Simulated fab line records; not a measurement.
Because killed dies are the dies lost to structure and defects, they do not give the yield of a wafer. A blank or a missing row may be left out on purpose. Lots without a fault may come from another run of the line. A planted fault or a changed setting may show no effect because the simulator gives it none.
Comparing a struck lot with a sound one -- flow nandHarc -- 43 out of 1159 route steps
Sound: the wafers L816.1, L816.2, L816.4. The struck wafers were L829.2, L829.5, L829.6. The cause comes at the end.
Per side, at each step with rows, come the tool, then ch with its chambers, and then its first start. Under that, the readings that differ: sound wafers -- struck wafers -- difference of the means -- sigmas: that difference in standard deviations of wafers without a fault.
alike: a reading whose means differ by less than 2 such deviations, as well as words and numbers matching on both sides. not compared: withheld readings; readings where some wafer has no value; bounds like >300 that might hide an equal value; numbers whose values overlap and for which the record gives no deviation.
A row with sigmas, a row that says differs or no value, or rows on one side alone: a step with any of these is where the two part. Numbers that don't overlap but have no deviation are shown without sigmas and don't part them. A reading that every wafer of one side lacks parts them only if that side has two wafers or more.

NHARC_A_CONTACT_OVL_MEAS_43:
  sound on overlay-01 at day 18 21:04; struck on overlay-02 at day 21 03:56
  alike: overlayXNm, overlayYNm
NHARC_A_CONTACT_INSPECT_44:
  sound on defectInspect-02 at day 18 21:06; struck on defectInspect-02 at day 21 03:58
  alike: rawDefectCount
then, 1 step without rows for these wafers: NHARC_A_CONTACT_DESCUM_47 (chemistry O2, time 3 s).
NHARC_A_CONTACT_ETCH_48: etches the open film in CF4, target depth 39 nm, time 65 s.
  sound on rieDiel-06 ch 1,2,3, day 18 21:15; struck on rieDiel-06 ch 1,2,3, day 21 04:08
  alike: chamberPressureMTorr, drypumpMotorCurrentA, oesProductAu, rfVppV, showerheadPlenumPTorr, throttleValvePct
  not compared: rfHoursCounterH
then, 3 steps without rows for these wafers: NHARC_A_CONTACT_ETCH_49 (etches the open film in N2/H2, target depth 260 nm, time 475.3 s); NHARC_A_CONTACT_ETCH_50 (etches the open film in CF4/CHF3, target depth 84.7 nm, time 42.4 s); NHARC_A_CONTACT_ETCH_51 (etches the open film in O2/COS, target depth 3600 nm, time 936 s).
NHARC_A_CONTACT_ETCH_111: etches the open film in C4F8/O2/Ar, time 140 s, target depth 700 nm.
  sound on harCapEtch-03 ch 0,1, day 18 22:26; struck on harCapEtch-01 ch 0,1, day 21 05:17
  alike: chamberPressureMTorr
  not compared: rfHoursCounterH
then, 2 steps without rows for these wafers: NHARC_A_CONTACT_ETCH_112 (etches the open film in C4F8/O2/Ar, time 94 s, target depth 922 nm); NHARC_A_CONTACT_ETCH_113 (etches the open film in C4F8/O2/Ar, time 94 s, target depth 922 nm).
NHARC_A_CONTACT_ETCH_114: etches the open film in C4F8/O2/Ar, time 94 s, target depth 922 nm.
  sound on harCapEtch-03 ch 0,1, day 18 22:49; struck on harCapEtch-01 ch 0,1, day 21 05:40
  alike: chamberPressureMTorr
  not compared: rfHoursCounterH
NHARC_A_CONTACT_ETCH_115: etches the open film in C4F8/O2/Ar, time 94 s, target depth 922 nm.
  sound on harCapEtch-03 ch 0,1, day 18 22:54; struck on harCapEtch-01 ch 0,1, day 21 05:46
  alike: chamberPressureMTorr
  not compared: rfHoursCounterH
NHARC_A_CONTACT_ETCH_116: etches the open film in C4F8/O2/Ar, time 94 s, target depth 922 nm.
  sound on harCapEtch-03 ch 0,1, day 18 22:59; struck on harCapEtch-01 ch 0,1, day 21 05:51
  alike: chamberPressureMTorr
  not compared: rfHoursCounterH
then, 1 step without rows for these wafers: NHARC_A_CONTACT_ETCH_117 (etches the open film in C4F8/O2/Ar, time 94 s, target depth 922 nm).
NHARC_A_CONTACT_ETCH_118: etches the open film in C4F8/O2/Ar, time 94 s, target depth 922 nm.
  sound on harCapEtch-03 ch 0,1, day 18 23:10; struck on harCapEtch-01 ch 0,1, day 21 06:02
  alike: chamberPressureMTorr
  not compared: rfHoursCounterH
then, 7 steps without rows for these wafers: NHARC_A_CONTACT_ETCH_119 (etches the open film in C4F8/O2/Ar, time 94 s, target depth 922 nm); NHARC_A_CONTACT_ETCH_120 (etches the open film in C4F8/O2/Ar, time 94 s, target depth 922 nm); NHARC_A_CONTACT_ETCH_121 (etches the open film in C4F8/O2/Ar, time 94 s, target depth 922 nm); NHARC_A_CONTACT_ETCH_122 (etches the open film in C4F8/O2/Ar, time 95 s, target depth 930 nm); NHARC_A_CONTACT_ETCH_123 (etches the open film in C4F8/O2/Ar, time 253 s, target depth 1090 nm); NHARC_A_CONTACT_ETCH_90 (etches the open film in CH3F/O2, target depth 40 nm, time 85.7 s); NHARC_A_CONTACT_ETCH_96 (etches the open film in C4F6/O2, target depth 20 nm, time 10 s).
NHARC_A_CONTACT_CD_MEAS_53:
  sound on cdSem-03 at day 19 00:28; struck on cdSem-03 at day 21 07:19
  alike: cdNm
then, 18 steps without rows for these wafers: NHARC_A_CONTACT_STRIP_99 (strips in N2/H2); NHARC_A_CONTACT_STRIP_100 (strips in CF4/CHF3); NHARC_A_CONTACT_STRIP_101 (strips in O2/COS); NHARC_A_CONTACT_ETCH_102 (etches the open film in CF4/O2, target depth 70 nm, overetch 7 nm, time 38.5 s); NHARC_A_CONTACT_STRIP_55 (strips in O2); NHARC_A_CONTACT_STRIP_56 (strips in post etch residue remover, time 600 s); NHARC_A_CONTACT_DEP_57 (deposits aC, target thk 2800 nm); NHARC_A_CONTACT_DEP_58 (deposits SiON, target thk 60 nm); NHARC_A_CONTACT_DEHYDRATE_59 (time 120 s); NHARC_A_CONTACT_HMDS_60 (time 30 s); NHARC_A_CONTACT_COAT_61 (time 75 s); NHARC_A_CONTACT_COAT_62 (time 65 s); NHARC_A_CONTACT_COAT_63 (resist thk 90 nm); NHARC_A_CONTACT_SOFTBAKE_64 (time 55 s); NHARC_A_CONTACT_EBR_65; NHARC_A_CONTACT_EXPOSE_66 (exposes mask A CC 2); NHARC_A_CONTACT_PEB_67 (peb time 65 s); NHARC_A_CONTACT_DEVELOP_68 (develop time 35 s).
NHARC_A_CONTACT_CD_MEAS_69: the cd target is 200 nm.
  sound on cdSem-03 ch 0, day 19 03:45; struck on cdSem-01 ch 0, day 21 10:37
reading,sound,struck,difference,sigmas
cdNm (nm),200.6 200.6 201.2,199.3 199.3 199.1,-1.6,-2
-- jump in the record: it breaks off in module A_CONTACT and resumes in module END (first step shown: number 1159 of the route), and 3 days separate the struck wafers' starts before and after --
NHARC_END_SORT_01:
  here the record holds rows for the struck wafers (prober-01 ch 0, day 24 10:06) but none for the sound ones

== WHERE THEY PART ==
Earliest at NHARC_A_CONTACT_CD_MEAS_69; latest, in this record, at NHARC_END_SORT_01.

WHY: the cause the simulator had injected
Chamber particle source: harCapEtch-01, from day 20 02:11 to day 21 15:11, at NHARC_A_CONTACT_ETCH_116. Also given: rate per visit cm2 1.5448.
